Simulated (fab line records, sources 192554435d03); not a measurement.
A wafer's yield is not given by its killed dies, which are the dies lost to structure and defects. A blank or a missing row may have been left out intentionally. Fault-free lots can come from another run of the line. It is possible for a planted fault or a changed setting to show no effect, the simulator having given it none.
Matching of chambers + flow n5 finfet + rie diel-01 running N5_GATE_CUT_STRIP_41: 4 sister chambers
The step strips in CF4. 20 wafers are shown with their chamber, then 10 later ones without.

== EACH WAFER AND ITS CHAMBER ==
| wafer  | chamber | showerhead plenum p Torr (Torr) | drypump motor current A (A) | throttle valve pct (%) |
|--------|---------|---------------------------------|-----------------------------|------------------------|
| L074.1 | 0       | 1.70                            | 5.4                         | 13.97                  |
| L074.5 | 1       | 1.72                            | 5.1                         | 13.74                  |
| L074.6 | 0       | 1.70                            | 5.3                         | 13.95                  |
| L075.2 | 3       | 1.86                            | 5.6                         | 13.73                  |
| L075.5 | 2       | 1.76                            | 5.5                         | 13.75                  |
| L075.6 | 3       | 1.86                            | 5.6                         | 13.73                  |
| L078.4 | 1       | 1.72                            | 5.1                         | 13.76                  |
| L078.5 | 3       | 1.86                            | 5.6                         | 13.73                  |
| L078.6 | 0       | 1.70                            | 5.4                         | 13.98                  |
| L079.1 | 0       | 1.70                            | 5.4                         | 13.99                  |
| L079.3 | 1       | 1.72                            | 5.1                         | 13.74                  |
| L079.4 | 1       | 1.72                            | 5.1                         | 13.76                  |
| L081.2 | 0       | 1.70                            | 5.3                         | 14.00                  |
| L081.3 | 3       | 1.85                            | 5.6                         | 13.73                  |
| L081.5 | 3       | 1.85                            | 5.6                         | 13.72                  |
| L086.1 | 3       | 1.85                            | 5.6                         | 13.19                  |
| L086.2 | 2       | 1.76                            | 5.4                         | 13.24                  |
| L086.3 | 1       | 1.71                            | 5.1                         | 13.80                  |
| L088.1 | 2       | 1.76                            | 5.5                         | 13.26                  |
| L088.3 | 3       | 1.85                            | 5.6                         | 13.19                  |

SIGNATURES (means of the wafers above)
| reading                  | chamber 0 | chamber 1 | chamber 2 | chamber 3 | scatter within a chamber |
|--------------------------|-----------|-----------|-----------|-----------|--------------------------|
| showerhead plenum p Torr | 1.7000    | 1.7180    | 1.7600    | 1.8543    | 0.00396                  |
| drypump motor current A  | 5.360     | 5.100     | 5.467     | 5.600     | 0.0342                   |
| throttle valve pct       | 13.9780   | 13.7600   | 13.4167   | 13.5743   | 0.191                    |
Rule: for each reading, subtract the chamber's mean from the wafer's reading, divide by that reading's scatter and square the result; add these up over the readings and take the root, which gives the wafer's distance from the chamber. The wafer belongs to the nearest chamber; if the next one is less than 2 further off, it can't be placed. The scatter is the square root of a quotient: the sum, over the shown wafers, of each reading's squared deviation from its chamber's mean, divided by wafers minus chambers.

== WAFERS MISSING THEIR CHAMBER ==
| wafer  | showerhead plenum p Torr (Torr) | drypump motor current A (A) | throttle valve pct (%) |
|--------|---------------------------------|-----------------------------|------------------------|
| L088.5 | 1.85                            | 5.6                         | 13.20                  |
| L090.1 | 1.71                            | 5.1                         | 13.82                  |
| L090.2 | 1.76                            | 5.4                         | 13.25                  |
| L090.6 | 1.71                            | 5.1                         | 13.82                  |
| L096.1 | 1.85                            | 5.6                         | 13.22                  |
| L096.3 | 1.90                            | 5.3                         | 13.44                  |
| L096.5 | 1.71                            | 5.1                         | 13.86                  |
| L097.1 | 1.75                            | 5.4                         | 13.28                  |
| L097.4 | 1.90                            | 5.3                         | 13.44                  |
| L097.5 | 1.71                            | 5.1                         | 13.85                  |

== EACH ONE'S CHAMBER ==
| wafer  | from the rows above | in truth                   |
|--------|---------------------|----------------------------|
| L088.5 | 3                   | 3                          |
| L090.1 | 1                   | 1                          |
| L090.2 | 2                   | 2                          |
| L090.6 | 1                   | 1                          |
| L096.1 | 3                   | 3                          |
| L096.3 | 3                   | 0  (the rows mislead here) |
| L096.5 | 1                   | 1                          |
| L097.1 | 2                   | 2                          |
| L097.4 | 3                   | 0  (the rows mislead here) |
| L097.5 | 1                   | 1                          |
8 of 10 placed correctly. Can't be placed from these rows: 0. 2 placed wrongly.
